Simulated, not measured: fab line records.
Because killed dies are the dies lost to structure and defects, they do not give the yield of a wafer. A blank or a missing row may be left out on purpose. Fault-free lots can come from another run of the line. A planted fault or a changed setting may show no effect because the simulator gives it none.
Which tool did it? | flow nand-harc | 12 lots, 36 wafers sampled, at 6 steps of a route of 1159

== WHAT THE GAUGES SHOWED, per wafer ==
NHARC_P_STI_CD_MEAS_09: the cd target is 200 nm.
lot  | measured    | on        | cd-nm (nm)
L923 | day 2 21:19 | cd-sem-03 | 201.6 203.7 201.0
L922 | day 2 21:22 | cd-sem-03 | 201.8 201.9 200.1
L924 | day 3 07:57 | cd-sem-01 | 202.0 203.5 202.6
L927 | day 4 02:06 | cd-sem-03 | 202.4 196.6 203.7
L929 | day 4 14:40 | cd-sem-01 | 202.9 201.8 197.5
L933 | day 5 11:08 | cd-sem-03 | 201.6 203.6 201.7
L936 | day 6 02:28 | cd-sem-01 | 201.2 204.1 201.4
L938 | day 6 16:44 | cd-sem-01 | 201.7 201.8 202.1
L939 | day 6 23:25 | cd-sem-03 | 197.2 198.6 196.7
L940 | day 7 06:46 | cd-sem-03 | 197.9 200.8 200.4
L941 | day 7 13:52 | cd-sem-01 | 201.9 201.3 199.6
L943 | day 7 22:55 | cd-sem-03 | 202.0 200.5 202.1

NHARC_P_GATE_CD_MEAS_11: the cd target is 1640 nm.
lot  | measured    | on        | cd-nm (nm)
L923 | day 4 14:11 | cd-sem-01 | - - -
L922 | day 4 14:01 | cd-sem-03 | 1638.3 1640.1 1639.3
L924 | day 5 03:21 | cd-sem-01 | 1640.7 1642.6 1640.9
L927 | day 5 14:47 | cd-sem-03 | 1637.0 1637.8 1638.4
L929 | day 6 07:01 | cd-sem-03 | 1642.4 1641.1 1641.5
L933 | day 7 10:55 | cd-sem-03 | 1639.8 1638.6 1640.4
L936 | day 7 17:59 | cd-sem-01 | 1640.6 1640.1 1639.6
L938 | day 8 03:37 | cd-sem-01 | 1642.2 1640.7 1644.0
L939 | day 8 14:54 | cd-sem-02 | 1640.7 1640.9 1637.7
L940 | day 8 20:31 | cd-sem-01 | 1641.3 1641.9 1642.3
L941 | day 9 05:12 | cd-sem-03 | 1640.2 1639.8 1638.9
L943 | day 9 14:34 | cd-sem-01 | 1641.7 1642.9 1640.9

NHARC_P_GATE_OVL_MEAS_27.
lot  | measured     | on         | overlay-x-nm (nm) | overlay-y-nm (nm)
L923 | day 5 05:36  | overlay-01 | -1.1 -0.9 -1.6    | -0.6 -0.6 -0.9
L922 | day 5 05:26  | overlay-02 | -0.3 -0.3 0.1     | -0.3 -0.1 -0.1
L924 | day 5 18:35  | overlay-02 | -0.5 -0.5 -0.4    | 0.4 0.6 0.5
L927 | day 6 06:12  | overlay-01 | -0.6 -0.3 -0.4    | 1.3 0.9 1.6
L929 | day 6 20:59  | overlay-02 | -1.5 -1.2 -2.3    | -0.6 -0.7 -0.4
L933 | day 8 01:55  | overlay-01 | -0.7 -0.5 -0.4    | 0.2 0.4 0.2
L936 | day 8 14:16  | overlay-02 | -0.5 -0.9 -0.7    | 1.0 1.4 1.2
L938 | day 8 18:58  | overlay-02 | -0.7 -0.5 -0.6    | 1.3 1.3 1.3
L939 | day 9 05:52  | overlay-01 | 0.2 0.3 0.8       | -0.4 -0.7 -0.7
L940 | day 9 10:17  | overlay-01 | 0.2 0.7 1.0       | 0.7 0.3 0.6
L941 | day 9 19:03  | overlay-02 | 1.1 0.7 1.3       | -0.4 -0.5 -0.7
L943 | day 10 04:53 | overlay-02 | 0.4 1.1 0.5       | -0.9 -0.7 -0.4

NHARC_END_SORT_01.
lot  | measured     | on        | killed-at-array | killed-at-other | killed-at-periphery | killed-dies | killed-open | killed-short
L923 | day 19 16:31 | prober-01 | 22 37 28        | 0 0 1           | 655 640 648         | 677 677 677 | 2 7 4       | 1 2 0

== WHICH TOOL RAN EACH LOT (tool, then ch and the chambers of the sampled wafers, then the start) ==
lot  | NHARC_P_GATE_EXPOSE_08           | NHARC_P_GATE_DESCUM_31
L923 | krf-scanner-02 ch 0, day 4 14:01 | rie-diel-09 ch 2,3, day 5 05:43
L922 | krf-scanner-04 ch 0, day 4 13:52 | rie-diel-06 ch 0,1,3, day 5 05:32
L924 | krf-scanner-04 ch 0, day 5 03:12 | rie-diel-06 ch 1,2,3, day 5 18:41
L927 | krf-scanner-02 ch 0, day 5 14:37 | rie-diel-06 ch 1,2,3, day 6 06:18
L929 | krf-scanner-02 ch 0, day 6 06:52 | rie-diel-11 ch 0,1,3, day 6 21:08
L933 | krf-scanner-04 ch 0, day 7 10:46 | rie-diel-06 ch 0,1,3, day 8 02:02
L936 | krf-scanner-01 ch 0, day 7 17:50 | rie-diel-06 ch 1,3, day 8 14:22
L938 | krf-scanner-02 ch 0, day 8 03:28 | rie-diel-09 ch 0,1,3, day 8 19:04
L939 | krf-scanner-02 ch 0, day 8 14:45 | rie-diel-06 ch 1,2, day 9 06:02
L940 | krf-scanner-02 ch 0, day 8 20:22 | rie-diel-06 ch 0,1,3, day 9 10:24
L941 | krf-scanner-02 ch 0, day 9 05:02 | rie-diel-06 ch 1,3, day 9 19:10
L943 | krf-scanner-04 ch 0, day 9 14:24 | rie-diel-11 ch 0,1,3, day 10 05:00
- NHARC_P_GATE_EXPOSE_08: exposes mask P HV.
- NHARC_P_GATE_DESCUM_31: chemistry O2, time 3 s.

== AS READ BY THE TOOLS THEMSELVES (means over the sampled wafers that have a number; for cases with no such wafer, the mark the record gives instead) ==
NHARC_P_GATE_EXPOSE_08.
lot  | tool           | reticle-temp-C (C)
L923 | krf-scanner-02 | 23.01
L922 | krf-scanner-04 | 23.00
L924 | krf-scanner-04 | 23.08
L927 | krf-scanner-02 | 22.83
L929 | krf-scanner-02 | 23.12
L933 | krf-scanner-04 | 22.96
L936 | krf-scanner-01 | 22.94
L938 | krf-scanner-02 | 23.04
L939 | krf-scanner-02 | 22.82
L940 | krf-scanner-02 | 23.00
L941 | krf-scanner-02 | 23.18
L943 | krf-scanner-04 | 23.00

NHARC_P_GATE_DESCUM_31.
lot  | tool        | drypump-motor-current-A (A) | oes-product-au (a.u.) | rf-vpp-V (V) | showerhead-plenum-p-Torr (Torr) | throttle-valve-pct (%)
L923 | rie-diel-09 | 5.6                         | 1.003                 | 58.2         | 1.86                            | 11.304
L922 | rie-diel-06 | 5.8                         | 0.992                 | 57.6         | 1.88                            | 11.315
L924 | rie-diel-06 | 5.7                         | 0.998                 | 57.5         | 1.97                            | 11.298
L927 | rie-diel-06 | 5.7                         | 0.997                 | 58.7         | 1.97                            | 11.309
L929 | rie-diel-11 | 6.0                         | 0.991                 | 57.5         | 1.86                            | 11.302
L933 | rie-diel-06 | 5.8                         | 0.995                 | 57.3         | 1.87                            | 11.312
L936 | rie-diel-06 | 5.7                         | 0.992                 | 58.2         | 1.92                            | 11.316
L938 | rie-diel-09 | 5.3                         | 0.983                 | 57.4         | 1.90                            | 11.309
L939 | rie-diel-06 | 5.4                         | 1.002                 | 58.0         | 1.97                            | 11.302
L940 | rie-diel-06 | 5.8                         | 0.996                 | 57.5         | 1.87                            | 11.312
L941 | rie-diel-06 | 6.1                         | 0.993                 | 57.3         | 1.91                            | 11.309
L943 | rie-diel-11 | 5.9                         | 0.993                 | 57.3         | 1.96                            | 11.310

== THE ANSWER, worked out from the rows above alone ==
Rule: what is usual is taken from the lots themselves. The widest of any qualifying gaps counts: lots, ordered by their means at a reading, are off when they make up no more than a third of the lots, leave a main group of 4 or more, and stand apart from it by 3 or more times the standard deviation of that group's means. A main group is skipped when, at the precision printed for the reading in the tables above, its means are all equal. Also off: a lot with no number at a reading for which 4 or more lots have one. All remaining lots with rows at the step are treated as sound. After the gauges, taken in route order, come the tools' own readings; for these a lot's mean is taken, as printed above. At the first step where some lot is off, the reading lying furthest off is the one used; lots without a number count as furthest.
Off, at NHARC_P_GATE_CD_MEAS_11 on cd-nm: L923. Without a number there: L923. The main group: mean 1640.5 nm, standard deviation 1.4.
If a tool, at a process step before that reading, ran all the lots that are off and no sound lot after the first of them, it fits. Not tried: the gauges at NHARC_P_GATE_CD_MEAS_11; whatever is off there is also off at NHARC_P_GATE_DESCUM_31, on other tools, and gauge error can't account for it. Not one of the candidates tried fits.

== WHAT HAD BEEN PUT IN BY THE SIMULATOR ==
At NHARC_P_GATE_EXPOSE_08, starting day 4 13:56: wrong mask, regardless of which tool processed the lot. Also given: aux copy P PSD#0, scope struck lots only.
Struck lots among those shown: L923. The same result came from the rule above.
